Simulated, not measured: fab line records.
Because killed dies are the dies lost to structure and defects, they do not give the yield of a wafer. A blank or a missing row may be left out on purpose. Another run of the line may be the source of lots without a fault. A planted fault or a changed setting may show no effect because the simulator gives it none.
A lot that was struck, set against a sound lot || flow n5-finfet || 39 steps out of a route of 1938
Sound: the wafers L622.1, L622.2, L622.6. The struck wafers were L627.2, L627.4, L627.5. The cause comes at the end.
Order at every step that has rows: each side's tool, ch and its chambers, its first start. Under that, the readings that differ: sound wafers || struck wafers || difference of the means || sigmas: that difference in standard deviations of wafers without a fault.
alike: readings with means less than 2 such deviations apart, plus words and numbers identical on both sides. not compared: withheld readings, readings lacking a value on some wafer, bounds such as >300 that could conceal the same value, and numbers that have no deviation in the record and whose values overlap.
A row with sigmas, a row that says differs or no value, or rows on one side alone: a step with any of these is where the two part. Numbers that have no deviation but don't overlap get no sigmas and don't part them. A reading that every wafer of one side lacks parts them only if that side has two wafers or more.

first, 11 steps without rows for these wafers: N5_BEOL_M1_STRIP_65 (strips in N2/H2); N5_BEOL_M1_STRIP_75 (strips in N2/H2); N5_BEOL_M1_STRIP_66 (strips in CF4); N5_BEOL_M1_HM_OPEN_17 (chemistry Cl2/BCl3, target TiN, target depth 20 nm, overetch 6 nm); N5_BEOL_M1_STRIP_19 (strips in O2); N5_BEOL_M1_COAT_67 (time 60 s, resist thk 60 nm); N5_BEOL_M1_COAT_68 (time 60 s, resist thk 12 nm); N5_BEOL_M1_COAT_76 (time 60 s, resist thk 5 nm); N5_BEOL_M1_COAT_22 (resist thk 30 nm); N5_BEOL_M1_EBR_24; N5_BEOL_M1_SOFTBAKE_23 (time 60 s).
N5_BEOL_M1_EXPOSE_25: exposes mask V0, defocus 5 nm, target cd 24 nm.
  sound on euv-scanner-01 ch 0, day 6 10:50; struck on euv-scanner-01 ch 0, day 7 15:56
{"reading": "model.BEOL_M1.overlay-x-nm (nm)", "sound": "-0.4 -0.4 -0.4", "struck": "11.2 11.2 11.2", "difference": "+11.6", "sigmas": ""}
  alike: mask, stage-msd-nm
then, 2 steps without rows for these wafers: N5_BEOL_M1_PEB_26 (peb time 60 s); N5_BEOL_M1_DEVELOP_27 (develop time 30 s).
N5_BEOL_M1_OVL_MEAS_29:
  sound on overlay-01 ch 0, day 6 11:01; struck on overlay-02 ch 0, day 7 16:07
{"reading": "V0_OVL (nm)", "sound": "-0.2 -0.4 -0.9", "struck": "12.9 11.3 11.6", "difference": "+12.4", "sigmas": "+19"}
then, 22 steps without rows for these wafers: N5_BEOL_M1_DESCUM_33 (chemistry O2, time 7 s); N5_BEOL_M1_ETCH_77 (etches underlayer in N2/H2, target depth 6.5 nm, time 5.2 s); N5_BEOL_M1_ETCH_69 (etches SiARC in CF4, target depth 15.6 nm, time 26 s); N5_BEOL_M1_ALD_98 (deposits SiO2, target thk 2.5 nm, pulse time 1 s, co reactant pulse time 1 s); N5_BEOL_M1_ETCHBACK_99 (etches SiO2 in CHF3, target depth 5 nm, time 10.4 s); N5_BEOL_M1_ETCH_70 (etches SOC in N2/H2, target depth 80 nm, overetch 16 nm, time 120 s); N5_BEOL_M1_STRIP_71 (strips in N2/H2); N5_BEOL_M1_STRIP_78 (strips in N2/H2); N5_BEOL_M1_VIA_ETCH_34 (etches the open film in C4F6/O2, target depth 67.8 nm, time 64.4 s); N5_BEOL_M1_STRIP_83 (strips in C4F6/O2); N5_BEOL_M1_STRIP_36 (strips in N2/H2); N5_BEOL_M1_TRENCH_ETCH_37 (etches SiOC in C4F6/O2, target depth 55.207 nm, time 29 s); N5_BEOL_M1_ETCH_41 (etches SiCN in CH3F/O2, target depth 31.9 nm, time 57.8 s); N5_BEOL_M1_STRIP_97 (strips in N2/H2, time 10 s); N5_BEOL_M1_HM_STRIP_39 (strips TiN in peroxide tin strip, target depth 25 nm, time 158 s); N5_BEOL_M1_SRD_40 (time 30 s); N5_BEOL_M1_PRECLEAN_42 (cleans in residue remover, time 60 s); N5_BEOL_M1_SRD_43 (time 30 s); N5_BEOL_M1_DEGAS_44 (time 60 s); N5_BEOL_M1_PRE_CLEAN_45 (time 30 s); N5_BEOL_M1_ALD_84 (deposits TaN, pulse time 2 s, purge time 3 s, co reactant purge time 2 s); N5_BEOL_M1_SURFACE_TREAT_85.
N5_BEOL_M4_RC_MEAS_101:
  sound on prober-01 ch 0, day 8 02:45; struck on prober-01 ch 0, day 9 08:39
  alike: DIBL_N, DIBL_P, IOFF_N, IOFF_P, ION_N, ION_P, SS_N, SS_P, VT_N, VT_P
-- the record jumps here: 6 days lie between the struck wafers' starts before and after (it left off in module BEOL_M4 and takes up again in module PASSIVATION, whose first step shown is number 1936 of the route) --
N5_PASSIVATION_PROBE_49:
  only the struck wafers here have rows in the record (prober-01, day 15 00:41); the sound ones have none

WHERE THEY PART
Last at N5_PASSIVATION_PROBE_49 as far as this record goes, first at N5_BEOL_M1_OVL_MEAS_29.

WHY: what the simulator had put in
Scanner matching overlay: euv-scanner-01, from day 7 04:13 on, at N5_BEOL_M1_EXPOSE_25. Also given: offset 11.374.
